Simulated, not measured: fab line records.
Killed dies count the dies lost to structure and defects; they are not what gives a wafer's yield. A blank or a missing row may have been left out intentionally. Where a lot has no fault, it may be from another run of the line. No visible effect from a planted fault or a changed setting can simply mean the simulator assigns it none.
fab line records -- flow n5_finfet
record lots=9, wafers=27, last_day=17
route steps=1938 shown BEOL_M4@1111 MIM_BOT_LITHO@1865 TV_OPEN@1887 PASSIVATION@1910
lots that met no fault: from a run of the same line without faults
start_h: hours from the record's first day to the start of the lot's first wafer shown -- wait_h: how many hours have passed since the lot's step before this one -- " repeats the value in the row above -- L1.1+2: a row that stands for several wafers -- - no value, or no start was given -- * or withheld: withheld -- < > ~ a bound
route shown NAME@n: a module of which the file shows steps, and the number in the route of the first -- usual: mean and standard deviation over wafers with no fault -- same: alike in all rows -- chamber/n: place in a boat -- sites: readings site by site -- _std_site: how widely they spread, as a standard deviation -- _edge_site: outer sites' mean less inner sites' -- radius_mm: for every site, how far away it sits from the centre of the wafer -- mask NAME#n: copy n -- behind: the last tool/chamber to shape the wafer -- hold: why the lot was held/for how many hours/how that ended -- device: the transistor (n, p or np) that didn't switch -- end of line: tests run on the same wafers once the route is complete -- a step given without rows: its recipe and nothing more -- killed: not the wafer's yield, but the dies lost to structure and defects at the first sort -- map: a wafer's dies, marking killed ones x, the rest . and places with no die _
set.NAME: the run value of the setting; set.NAME@STEP: its run value at that earlier step -- model.NAME: the simulator's own value behind a step, which no gauge read
a sample of lots followed through the steps of the route, with each step as a table and each wafer as a row
services: a tool's chamber out of use, with start hour (start_h, from the record's first day; less than 0 if before it), hours out, and reason
## steps
# step N5_BEOL_M4_RC_MEAS_101
# usual DIBL_N=36.3/1, DIBL_P=36.2/1.4, IOFF_N=0.157/0.021, IOFF_P=0.206/0.025, ION_N=673/9, ION_P=461/6.4, SS_N=71.5/0.5, SS_P=73.2/0.47, VT_N=249.9/2.4, VT_P=-250.6/2.9
lot.wafer,tool,chamber,start_h,wait_h,DIBL_N[mV/V],DIBL_P[mV/V],IOFF_N[nA/um],IOFF_P[nA/um],ION_N[uA/um],ION_P[uA/um],SS_N[mV/dec],SS_P[mV/dec],VT_N[mV],VT_P[mV]
L958.3,prober-01,0,173.55,0.3,35.3,34.4,0.136,0.177,671,462,70.8,73.1,250.8,-251.1
L958.4,prober-01,0,173.55,0.3,37.3,37.2,0.170,0.217,682,467,71.2,74.0,248.2,-250.9
L958.5,prober-01,0,173.55,0.3,34.9,34.2,0.129,0.175,668,461,70.1,73.2,250.4,-252.8
L959.2,prober-02,0,178.17,0.2,36.3,36.9,0.150,0.209,659,457,71.7,72.9,252.3,-251.1
L959.4,prober-02,0,178.17,0.2,35.5,36.1,0.134,0.194,657,452,71.6,73.6,255.2,-251.2
L959.6,prober-02,0,178.17,0.2,37.9,38.2,0.171,0.225,669,461,72.7,74.3,250.0,-252.0
L962.1,prober-02,0,199.64,0.0,36.7,37.4,0.170,0.224,669,464,72.4,73.5,247.3,-249.1
L962.4,prober-02,0,199.64,0.0,35.1,36.1,0.145,0.196,665,456,71.5,73.2,251.9,-252.0
L962.6,prober-02,0,199.64,0.0,35.3,36.2,0.144,0.196,661,458,70.9,73.4,251.8,-252.4
L964.1,prober-01,0,205.76,0.0,37.1,38.0,0.200,0.260,676,464,72.4,74.0,247.1,-247.2
L964.4,prober-01,0,205.76,0.0,36.2,37.4,0.189,0.241,673,463,71.8,73.5,246.8,-248.0
L964.6,prober-01,0,205.76,0.0,36.3,37.1,0.183,0.251,676,465,71.9,74.3,249.2,-246.9
L971.2,prober-01,0,251.95,0.2,36.6,36.7,0.187,0.259,685,470,71.7,73.0,247.2,-244.2
L971.3,prober-01,0,251.95,0.2,36.8,36.7,0.202,0.271,687,475,71.7,72.9,243.5,-244.8
L971.5,prober-01,0,251.95,0.2,36.1,34.8,0.169,0.233,682,471,71.1,72.7,247.3,-248.5
L975.1,prober-01,0,271.10,0.0,37.3,38.0,0.173,0.249,690,471,72.1,73.8,249.4,-244.6
L975.4,prober-01,0,271.10,0.0,37.6,38.4,0.181,0.255,685,480,72.4,73.7,245.4,-244.6
L975.6,prober-01,0,271.10,0.0,36.7,36.6,0.157,0.226,674,466,72.5,72.7,247.9,-248.5
L976.1,prober-02,0,281.11,0.0,37.5,35.7,0.148,0.179,665,448,71.8,73.4,251.7,-255.2
L976.4,prober-02,0,281.11,0.0,35.4,34.3,0.120,0.157,667,455,70.2,72.9,252.6,-255.0
L976.5,prober-02,0,281.11,0.0,35.9,34.6,0.132,0.162,660,455,72.1,72.3,252.5,-255.7
L978.1,prober-01,0,289.16,0.0,35.8,34.6,0.141,0.206,679,470,71.0,73.2,250.3,-247.9
L978.3,prober-01,0,289.16,0.0,36.5,34.8,0.147,0.210,665,463,71.5,72.5,248.9,-246.2
L978.4,prober-01,0,289.16,0.0,35.6,34.3,0.142,0.208,681,472,71.0,72.6,250.8,-247.9
L979.2,prober-02,0,301.82,0.2,37.8,38.4,0.180,0.230,674,462,71.7,74.2,248.4,-251.4
L979.3,prober-02,0,301.82,0.2,35.6,35.6,0.145,0.187,664,457,72.1,72.9,251.5,-251.2
L979.6,prober-02,0,301.82,0.2,33.4,32.3,0.106,0.148,663,455,70.7,72.3,255.4,-255.0
# step N5_MIM_BOT_LITHO_DESCUM_10
# recipe chemistry=O2, time_s=7.9, source_power_w=50, bias_power_w=20, pressure_mtorr=20, rf_frequency_hz=2.712e+07, temp_c=40, o2_flow_sccm=225
# usual drypump_motor_current_A=5.9/0.55, oes_product_au=0.79/0.069, rf_vpp_V=242.8/1.3, showerhead_plenum_p_Torr=2.07/0.067, throttle_valve_pct=20.45/0.21
lot.wafer,tool,chamber,start_h,wait_h,drypump_motor_current_A,oes_product_au,rf_hours_counter_h,rf_vpp_V,showerhead_plenum_p_Torr,throttle_valve_pct
L958.3,rie_diel-02,2,271.06,0.0,6.4,0.80,118,242.7,2.09,20.55
L958.4,rie_diel-02,0,271.06,0.0,5.3,0.85,-,242.3,2.04,20.02
L958.5,rie_diel-02,1,271.06,0.0,5.5,0.68,-,244.4,2.15,20.68
L959.2,rie_diel-04,0,271.22,0.0,6.5,0.91,24,242.3,2.06,20.34
L959.4,rie_diel-04,2,271.22,0.0,5.8,0.79,104,242.8,2.02,20.55
L959.6,rie_diel-04,3,271.22,0.0,6.0,0.81,-,246.0,2.21,20.37
L962.1,rie_diel-04,1,291.64,0.0,5.9,0.88,44,243.7,2.04,20.38
L962.4,rie_diel-04,2,291.64,0.0,5.8,0.78,112,243.7,2.02,20.55
L962.6,rie_diel-04,2,291.64,0.0,5.9,0.79,-,242.1,2.02,20.56
L964.1,rie_diel-04,2,299.15,0.0,5.9,0.78,115,242.3,2.02,20.58
L964.4,rie_diel-04,3,299.15,0.0,6.0,0.79,104,245.6,2.20,20.38
L964.6,rie_diel-04,3,299.15,0.0,6.0,0.79,-,244.7,2.20,20.39
L971.2,rie_diel-04,0,351.96,0.1,6.5,0.86,52,241.7,2.05,20.37
L971.3,rie_diel-04,2,351.96,0.1,5.8,0.77,133,242.5,2.01,20.60
L971.5,rie_diel-04,3,351.96,0.1,6.0,0.78,-,247.0,2.19,20.41
L975.1,rie_diel-02,1,365.05,0.0,5.5,0.89,25,243.8,2.14,20.35
L975.4,rie_diel-02,2,365.05,0.0,6.5,0.76,156,243.9,2.08,20.61
L975.6,rie_diel-02,1,365.05,0.0,5.5,0.90,-,242.3,2.14,20.37
L978.1,rie_diel-04,1,373.43,0.0,5.9,0.83,71,242.3,2.03,20.41
L978.3,rie_diel-04,3,373.43,0.0,6.0,0.77,129,246.6,2.19,20.42
L978.4,rie_diel-04,0,373.43,0.0,6.5,0.86,59,242.7,2.05,20.40
L976.1,rie_diel-06,2,381.01,0.0,5.9,0.67,229,241.2,1.98,20.38
L976.4,rie_diel-06,0,381.01,0.0,6.8,0.72,181,241.5,1.99,20.14
L976.5,rie_diel-06,0,381.01,0.0,6.9,0.73,-,243.1,1.99,20.15
L979.2,rie_diel-04,0,395.06,0.0,6.5,0.85,66,240.8,2.04,20.40
L979.3,rie_diel-04,3,395.06,0.0,6.0,0.76,138,243.6,2.19,20.44
L979.6,rie_diel-04,1,395.06,0.0,5.9,0.83,-,242.4,2.03,20.42
# step N5_PASSIVATION_PASS_ETCH_74
# recipe chemistry=CF4/O2, target=SiNx, target_depth_a=2200, time_s=110, ion_energy_ev=100, pressure_mtorr=40, source_w=535, bias_w=49, Ar_flow_sccm=100, cf4_flow_sccm=100, O2_flow_sccm=10
# usual drypump_motor_current_A=5.6/0.62, oes_product_au=0.78/0.09, rf_vpp_V=239.6/2.3, showerhead_plenum_p_Torr=2.18/0.087, throttle_valve_pct=15.95/0.19
lot.wafer,tool,chamber,start_h,wait_h,drypump_motor_current_A,oes_product_au,rf_hours_counter_h,rf_vpp_V,showerhead_plenum_p_Torr,throttle_valve_pct
L958.3,rie_diel-05,0,272.99,0.0,4.6,0.84,68,237.5,2.15,15.83
L958.4,rie_diel-05,2,272.99,0.0,6.2,0.69,203,237.1,2.10,16.18
L958.5,rie_diel-05,1,272.99,0.0,6.0,0.91,-,242.4,2.16,15.87
L959.2,rie_diel-03,1,274.13,0.0,5.4,0.72,205,242.7,2.27,15.92
L959.4,rie_diel-03,2,274.13,0.0,5.2,0.73,-,238.9,2.28,15.94
L959.6,rie_diel-03,3,274.13,0.0,5.2,0.74,-,239.5,2.04,15.91
L962.1,rie_diel-05,1,296.28,0.0,6.0,0.90,28,242.0,2.16,15.86
L962.4,rie_diel-05,0,296.28,0.0,4.7,0.82,75,238.8,2.14,15.85
L962.6,rie_diel-05,2,296.28,0.0,6.2,0.68,-,236.9,2.10,16.20
L964.1,rie_diel-03,2,301.00,0.0,5.2,0.72,187,239.3,2.27,15.96
L964.4,rie_diel-03,1,301.00,0.0,5.4,0.71,211,242.8,2.27,15.93
L964.6,rie_diel-03,1,301.00,0.0,5.4,0.71,-,241.6,2.27,15.93
L971.2,rie_diel-05,2,353.55,0.0,6.2,0.68,227,238.8,2.09,16.22
L971.3,rie_diel-05,3,353.55,0.0,6.8,0.73,199,237.3,2.11,16.15
L971.5,rie_diel-05,1,353.55,0.0,6.0,0.88,-,242.8,2.15,15.90
L975.1,rie_diel-05,2,366.70,0.0,6.2,0.67,231,237.3,2.09,16.22
L975.4,rie_diel-05,0,366.70,0.0,4.7,0.81,94,237.2,2.14,15.86
L975.6,rie_diel-05,3,366.70,0.0,6.8,0.73,-,237.5,2.10,16.14
L978.1,rie_diel-03,3,377.70,0.0,5.2,0.71,190,238.6,2.03,15.97
L978.3,rie_diel-03,1,377.70,0.0,5.4,0.69,235,241.8,2.26,15.96
L978.4,rie_diel-03,2,377.70,0.0,5.1,0.70,-,239.5,2.26,16.01
L976.1,rie_diel-03,1,383.01,0.0,5.4,0.70,237,241.7,2.26,15.97
L976.4,rie_diel-03,2,383.01,0.0,5.1,0.70,-,238.8,2.26,16.02
L976.5,rie_diel-03,3,383.01,0.0,5.2,0.71,-,238.7,2.03,15.97
L979.2,rie_diel-05,1,396.89,0.0,6.0,0.86,57,242.8,2.15,15.94
L979.3,rie_diel-05,3,396.89,0.0,6.8,0.73,210,234.4,2.10,16.17
L979.6,rie_diel-05,3,396.89,0.0,6.8,0.73,-,236.6,2.10,16.16
# step N5_PASSIVATION_ETCH_59
# recipe chemistry=Cl2/BCl3, target=TaN, target_depth_a=650, time_s=34.9, ion_energy_ev=100, pressure_mtorr=10, icp_w=900, bias_w=100, Cl2_flow_sccm=60, bcl3_flow_sccm=30
# usual bcl3_flow_sccm=30.00/0.09, drypump_motor_current_A=5.8/0.43, oes_product_au=0.77/0.073, throttle_valve_pct=21.14/0.1
lot.wafer,tool,chamber,start_h,wait_h,bcl3_flow_sccm,drypump_motor_current_A,oes_product_au,rf_hours_counter_h,throttle_valve_pct
L958.3,rie_metal-02,1,276.14,0.2,30.14,6.0,0.79,-,21.07
L958.4,rie_metal-02,0,276.14,0.2,30.00,6.2,0.81,-,21.27
L958.5,rie_metal-02,0,276.14,0.2,29.98,6.2,0.80,-,21.29
L959.2,rie_metal-03,1,276.44,0.3,30.04,6.0,0.69,68,21.14
L959.4,rie_metal-03,0,276.44,0.3,30.02,5.1,0.85,-,21.22
L959.6,rie_metal-03,0,276.44,0.3,29.96,5.1,0.85,-,21.22
L962.1,rie_metal-03,1,298.50,0.3,30.09,5.9,0.57,70,21.45
L962.4,rie_metal-03,0,298.50,0.3,29.95,5.1,0.70,-,21.54
L962.6,rie_metal-03,1,298.50,0.3,30.08,5.9,0.58,-,21.45
L964.1,rie_metal-03,1,303.87,0.3,29.83,5.9,0.57,70,21.48
L964.4,rie_metal-03,0,303.87,0.3,29.88,5.1,0.70,-,21.55
L964.6,rie_metal-03,1,303.87,0.3,29.96,6.0,0.57,-,21.44
L971.2,rie_metal-02,0,355.72,0.3,29.87,6.2,0.79,41,21.30
L971.3,rie_metal-02,0,355.72,0.3,30.16,6.2,0.78,-,21.31
L971.5,rie_metal-02,1,355.72,0.3,30.05,6.0,0.78,-,21.04
L975.1,rie_metal-03,1,369.02,0.3,30.10,6.0,0.68,76,21.16
L975.4,rie_metal-03,1,369.02,0.3,30.07,6.0,0.68,-,21.15
L975.6,rie_metal-03,0,369.02,0.3,29.95,5.1,0.81,-,21.25
L978.1,rie_metal-02,1,380.20,0.3,29.97,6.0,0.76,46,21.08
L978.3,rie_metal-02,0,380.20,0.3,29.93,6.2,0.77,-,21.33
L978.4,rie_metal-02,1,380.20,0.3,30.02,6.0,0.76,-,21.10
L976.1,rie_metal-01,1,385.17,0.3,29.94,5.3,0.86,14,21.09
L976.4,rie_metal-01,0,385.17,0.3,30.00,6.2,0.69,-,21.02
L976.5,rie_metal-01,0,385.17,0.3,30.09,6.2,0.69,-,21.01
L979.2,rie_metal-03,1,398.94,0.3,30.05,6.0,0.68,79,21.14
L979.3,rie_metal-03,0,398.94,0.3,29.98,5.1,0.81,-,21.24
L979.6,rie_metal-03,0,398.94,0.3,30.00,5.1,0.81,-,21.24
# step N5_PASSIVATION_CD_MEAS_44
# recipe target_cd_nm=40000, landing_energy_ev=500, detector=se_inlens
# usual cd_nm=40000/3.1
lot.wafer,tool,chamber,start_h,wait_h,cd_nm
L958.3,cd_sem-01,0,277.36,-,39994
L958.4,cd_sem-01,0,277.36,-,39996
L958.5,cd_sem-01,0,277.36,-,39996
L959.2,cd_sem-01,0,277.92,-,40001
L959.4,cd_sem-01,0,277.92,-,40003
L959.6,cd_sem-01,0,277.92,-,40002
L962.1,cd_sem-02,0,299.66,-,40001
L962.4,cd_sem-02,0,299.66,-,40004
L962.6,cd_sem-02,0,299.66,-,40001
L964.1,cd_sem-02,0,305.24,-,40001
L964.4,cd_sem-02,0,305.24,-,40001
L964.6,cd_sem-02,0,305.24,-,40001
L971.2,cd_sem-03,0,356.89,-,40003
L971.3,cd_sem-03,0,356.89,-,39999
L971.5,cd_sem-03,0,356.89,-,40005
L975.1,cd_sem-01,0,370.30,-,39997
L975.4,cd_sem-01,0,370.30,-,39999
L975.6,cd_sem-01,0,370.30,-,40002
L978.1,cd_sem-02,0,381.36,-,40000
L978.3,cd_sem-02,0,381.36,-,39998
L978.4,cd_sem-02,0,381.36,-,40000
L976.1,cd_sem-02,0,386.35,-,40000
L976.4,cd_sem-02,0,386.35,-,40005
L976.5,cd_sem-02,0,386.35,-,40001
L979.2,cd_sem-03,0,400.26,-,40003
L979.3,cd_sem-03,0,400.26,-,40006
L979.6,cd_sem-03,0,400.26,-,40006
# step N5_PASSIVATION_PROBE_49
# usual defect_limited_yield=91.1/1.3, killed_at_M0_to_M3=36/10, killed_at_M4_up=14/4.4, killed_at_contacts=14/5.7, killed_at_front_end=39/9.4, killed_at_other=2.9/2.6, killed_dies=105/15, killed_on_rim=14/3.5, killed_open=70/12, killed_short=34/7.1, sort_bin_5_function=5.3/0.77, sort_bin_6_memory=3.3/0.66, sort_n_pass=1075/15, sort_yield_pct=91.1/1.3
# same gross_dies=1180, killed_at_back_side=0, sort_bin_4_leakage[%]=0, sort_bin_8_speed[%]=0
lot.wafer,tool,chamber,start_h,wait_h,defect_limited_yield[%],killed_at_M0_to_M3,killed_at_M4_up,killed_at_contacts,killed_at_front_end,killed_at_other,killed_dies,killed_on_rim,killed_open,killed_short,sort_bin_5_function[%],sort_bin_6_memory[%],sort_n_pass,sort_yield_pct[%]
L962.1,prober-01,-,302.80,0.0,30.1,21,7,17,65,715,825,45,79,28,66.2,3.2,355,30.1
L962.4,prober-01,-,302.95,0.2,30.8,18,23,13,54,708,816,48,70,35,65.5,3.4,364,30.8
L962.6,prober-01,-,303.05,0.3,27.1,36,17,11,46,750,860,44,76,32,69.3,3.3,320,27.1
L964.1,prober-01,-,308.53,0.0,19.5,42,21,20,35,832,950,60,80,41,75.8,4.1,230,19.5
L964.4,prober-01,-,308.68,0.2,46.6,36,10,25,43,516,630,35,73,47,49.5,3.2,550,46.6
L964.6,prober-01,-,308.78,0.3,25.9,42,17,17,24,774,874,41,62,38,70.3,3.6,306,25.9
# killed by level:class
L962.1 PASSIVATION:area_etch=715 STI_FIN_REVEAL:geometric_particle:open=30 MOL_CONTACT_COAG:geometric_particle:open=11 FIN_SAQP:geometric_particle:open=6 MOL_CONTACT_COAG:geometric_particle:short=6 DUMMY_GATE:geometric_particle:open=5 GATE_CUT:geometric_particle:open=5 BEOL_M1:geometric_particle:open=5
L962.4 PASSIVATION:area_etch=707 STI_FIN_REVEAL:geometric_particle:open=16 BEOL_M4:geometric_particle:open=14 MOL_CONTACT_COAG:geometric_particle:open=9 GATE_CUT:geometric_particle:short=8 BEOL_M0_SAQP:geometric_particle:short=7 FIN_SAQP:geometric_particle:open=6 BEOL_M0_SAQP:geometric_particle:open=5
L962.6 PASSIVATION:area_etch=750 BEOL_M0:geometric_particle:open=11 MOL_CONTACT_COAG:geometric_particle:open=10 BEOL_M4:geometric_particle:open=9 STI_FIN_REVEAL:geometric_particle:open=8 DUMMY_GATE:geometric_particle:open=7 FIN_SAQP:geometric_particle:open=6 FIN_SAQP:geometric_particle:short=6
L964.1 PASSIVATION:area_etch=826 MOL_CONTACT_COAG:geometric_particle:open=19 BEOL_M0_SAQP:geometric_particle:short=11 FIN_SAQP:geometric_particle:short=10 FIN_SAQP:geometric_particle:open=10 BEOL_M0_SAQP:geometric_particle:open=10 BEOL_M3:geometric_particle:open=8 BEOL_M5:geometric_particle:open=7
L964.4 PASSIVATION:area_etch=510 MOL_CONTACT_COAG:geometric_particle:open=18 FIN_SAQP:geometric_particle:short=17 FIN_SAQP:geometric_particle:open=10 BEOL_M0_SAQP:geometric_particle:open=10 MOL_CONTACT_COAG:geometric_particle:short=7 BEOL_M2:geometric_particle:open=6 BEOL_M1:geometric_particle:open=6
L964.6 PASSIVATION:area_etch=770 BEOL_M0_SAQP:geometric_particle:short=13 MOL_CONTACT_COAG:geometric_particle:open=13 BEOL_M0_SAQP:geometric_particle:open=10 FIN_SAQP:geometric_particle:short=8 BEOL_M1:geometric_particle:open=7 BEOL_M4:geometric_particle:open=7 FIN_SAQP:geometric_particle:open=4
## services
tool,chamber,start_h,hours,kind
rie_metal-01,-,248.80,28.1,pm
rie_diel-03,2,251.67,11.3,repair
rie_diel-02,3,252.44,-,clean
rie_diel-02,3,252.44,-,consumable_replace:focus_ring
rie_diel-02,3,252.44,23.4,scheduled_down
rie_diel-02,3,252.44,23.4,vent_cycle
rie_diel-03,0,263.00,-,clean
rie_diel-03,0,263.00,-,consumable_replace:focus_ring
rie_diel-03,0,263.00,18.7,scheduled_down
rie_diel-03,0,263.00,18.7,vent_cycle
rie_metal-01,-,279.59,0.7,repair
rie_diel-02,1,284.06,-,clean
rie_diel-02,1,284.06,-,consumable_replace:focus_ring
rie_diel-03,1,291.76,7.9,repair
rie_diel-04,1,342.58,5.9,repair
rie_diel-04,3,353.66,5.1,repair
rie_diel-06,-,360.52,0.5,repair
rie_diel-03,2,364.20,1.3,repair
rie_diel-03,0,374.44,14.3,repair
rie_diel-02,-,374.68,2.8,pm
rie_diel-04,0,379.45,4.8,repair
rie_diel-03,2,387.99,4.9,repair
rie_metal-01,-,393.21,0.6,repair
rie_diel-03,2,395.43,6.0,repair
## key
first_sign step=N5_PASSIVATION_ETCH_59, reading=throttle_valve_pct, direction=up, sigmas=3.4, usual=*, struck=*
effect step=N5_PASSIVATION_ETCH_59, reading=oes_product_au, direction=down, sigmas=2.2, usual=0.77, struck=0.61, wafers_moved=4
effect step=N5_PASSIVATION_PROBE_49, reading=killed_at_other, direction=up, sigmas=99+, usual=2.9, struck=715.8
more_kills_born_at N5_PASSIVATION_ETCH_59@rie_metal-03=4278
met_at N5_PASSIVATION_ETCH_59
struck_lots L962,L964
later_rows_left_out L962.1,L962.4,L962.6,L964.1,L964.6
not_acting_at N5_MIM_BOT_LITHO_DESCUM_10,N5_PASSIVATION_PASS_ETCH_74,N5_PASSIVATION_CD_MEAS_44
onset_between 276.44 298.50
fault kind=process_parameter_drift, tool=rie_metal-03, chamber=-, onset_h=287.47, steps=N5_PASSIVATION_ETCH_59, channel=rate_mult, offset=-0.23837, shape=step, end_h=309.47
# later_rows_left_out: the simulator's readings of these wafers behind a module that went badly wrong aren't trusted and aren't shown, but for the sort
